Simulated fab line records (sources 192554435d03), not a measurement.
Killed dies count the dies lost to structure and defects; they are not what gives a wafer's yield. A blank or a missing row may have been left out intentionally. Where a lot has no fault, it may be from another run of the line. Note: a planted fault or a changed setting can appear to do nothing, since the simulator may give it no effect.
Matching of chambers | flow n5_finfet | N5_BEOL_M15_ETCH_59 on rie_diel-05 has 4 sister chambers
The step etches BARC in N2/H2, target depth 89 nm, overetch 26.7 nm, time 67.9 s. 4 wafers are shown with their chamber, then 9 later ones without.

## WAFERS WITH THEIR CHAMBER
wafer  | chamber | drypump_motor_current_A (A)
L080.6 | 2       | 6.2
L084.4 | 1       | 5.4
L089.2 | 0       | 5.8
L089.5 | 3       | 6.4

## WAFERS WITH NO CHAMBER GIVEN
wafer  | drypump_motor_current_A (A)
L091.1 | 5.4
L091.4 | 6.2
L091.6 | 6.4
L096.1 | 6.4
L096.2 | 5.4
L096.3 | 5.3
L094.1 | 5.8
L094.4 | 6.2
L094.5 | 6.3

## WHICH CHAMBER EACH WENT THROUGH
wafer  | from the rows above     | in truth
L091.1 | 1                       | 1
L091.4 | 2                       | 2
L091.6 | 3                       | 3
L096.1 | 3                       | 3
L096.2 | 1                       | 1
L096.3 | 1                       | 1
L094.1 | 0                       | 0
L094.4 | 2                       | 2
L094.5 | can't be placed: 2 or 3 | 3
Correctly placed: 8 of 9. These rows do not allow placing 1 (true chamber among the candidates in 1). Placed wrongly: 0.
How it was worked out, from the rows above alone: a wafer's distance from a chamber is the root of the sum, over the readings, of the square of ((its reading less the chamber's mean) divided by the reading's scatter). The wafer belongs to the nearest chamber; if the next one is less than 2 further off, it can't be placed. For every chamber, the mean is computed from those of its wafers that are shown. The scatter: root of mean squared gap, hidden wafer to nearest shown wafer, with one shown wafer a chamber.
